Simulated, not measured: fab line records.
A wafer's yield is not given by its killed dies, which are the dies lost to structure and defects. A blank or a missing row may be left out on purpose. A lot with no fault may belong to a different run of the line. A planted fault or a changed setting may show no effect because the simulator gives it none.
Chamber matching | flow nand_harc | cmp-03 running NHARC_A_BONDPAD_CMP_29: 4 sister chambers
The step polishes SiCN, target thk 200 nm. 4 wafers are shown with their chamber, then 11 later ones without.

WAFERS WITH THEIR CHAMBER
wafer  | chamber | motor_current_A (A)
L084.1 | 3       | 11.8
L087.3 | 2       | 11.3
L087.4 | 1       | 12.2
L089.1 | 0       | 9.8

WAFERS WITH NO CHAMBER GIVEN
wafer  | motor_current_A (A)
L089.3 | 11.6
L089.4 | 12.1
L090.4 | 9.7
L090.5 | 11.8
L090.6 | 11.1
L094.2 | 9.8
L094.5 | 11.5
L094.6 | 11.8
L097.1 | 10.7
L097.2 | 9.8
L097.6 | 11.1

WHICH CHAMBER EACH WENT THROUGH
wafer  | from the rows above          | in truth
L089.3 | can't be placed: 3 or 2 or 1 | 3
L089.4 | can't be placed: 1 or 3      | 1
L090.4 | 0                            | 0
L090.5 | can't be placed: 3 or 1      | 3
L090.6 | 2                            | 2
L094.2 | 0                            | 0
L094.5 | can't be placed: 2 or 3      | 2
L094.6 | can't be placed: 3 or 1      | 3
L097.1 | can't be placed: 2 or 0      | 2
L097.2 | 0                            | 0
L097.6 | 2                            | 2
5 of 11 placed correctly. These rows do not allow placing 6 (true chamber among the candidates in 6). 0 placed wrongly.
How it was worked out, from the rows above alone: a wafer's distance from a chamber is the root of the sum, over the readings, of the square of ((its reading less the chamber's mean) divided by the reading's scatter). If the next closest chamber is less than 2 further off than the closest, the wafer can't be placed; otherwise it belongs to the closest. For every chamber, the mean is computed from those of its wafers that are shown. The scatter: root of mean squared gap, hidden wafer to nearest shown wafer, with one shown wafer a chamber.
